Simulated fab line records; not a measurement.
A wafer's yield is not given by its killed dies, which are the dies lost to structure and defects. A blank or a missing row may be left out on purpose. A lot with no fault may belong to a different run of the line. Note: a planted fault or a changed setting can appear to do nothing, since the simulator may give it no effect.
Chamber matching + flow n5Finfet + 4 sister chambers for N5_GATE_CUT_ETCH_28 on rieDiel-03
The step etches underlayer in N2/H2, target depth 13 nm, time 10.4 s. 4 wafers are shown with their chamber, then 11 later ones without.

== EACH WAFER AND ITS CHAMBER ==
| wafer  | chamber | drypumpMotorCurrentA (A) |
|--------|---------|--------------------------|
| L084.6 | 0       | 5.3                      |
| L085.2 | 2       | 6.5                      |
| L086.4 | 1       | 5.2                      |
| L087.4 | 3       | 5.9                      |

== WAFERS WHOSE CHAMBER IS MISSING ==
| wafer  | drypumpMotorCurrentA (A) |
|--------|--------------------------|
| L087.5 | 5.9                      |
| L087.6 | 5.4                      |
| L089.1 | 5.3                      |
| L089.3 | 5.2                      |
| L089.4 | 5.9                      |
| L092.4 | 5.2                      |
| L092.5 | 6.4                      |
| L092.6 | 5.2                      |
| L094.1 | 6.4                      |
| L094.4 | 5.2                      |
| L094.6 | 5.2                      |

== CHAMBER TAKEN BY EACH ==
| wafer  | from the rows above     | in truth |
|--------|-------------------------|----------|
| L087.5 | 3                       | 3        |
| L087.6 | can't be placed: 0 or 1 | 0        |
| L089.1 | can't be placed: 0 or 1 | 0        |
| L089.3 | can't be placed: 1 or 0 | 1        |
| L089.4 | 3                       | 3        |
| L092.4 | can't be placed: 1 or 0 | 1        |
| L092.5 | 2                       | 2        |
| L092.6 | can't be placed: 1 or 0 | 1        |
| L094.1 | 2                       | 2        |
| L094.4 | can't be placed: 1 or 0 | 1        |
| L094.6 | can't be placed: 1 or 0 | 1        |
Correct placement for 4 of the 11. Not placeable from these rows: 7 (in 7, the candidates include the true chamber). Wrongly placed: 0.
How it was worked out, from the rows above alone: a wafer's distance from a chamber is the root of the sum, over the readings, of the square of ((its reading less the chamber's mean) divided by the reading's scatter). If the next closest chamber is less than 2 further off than the closest, the wafer can't be placed; otherwise it belongs to the closest. For every chamber, the mean is computed from those of its wafers that are shown. The scatter (one wafer shown for each chamber): square how far every hidden wafer sits from the nearest shown wafer, average those squares and take the square root.
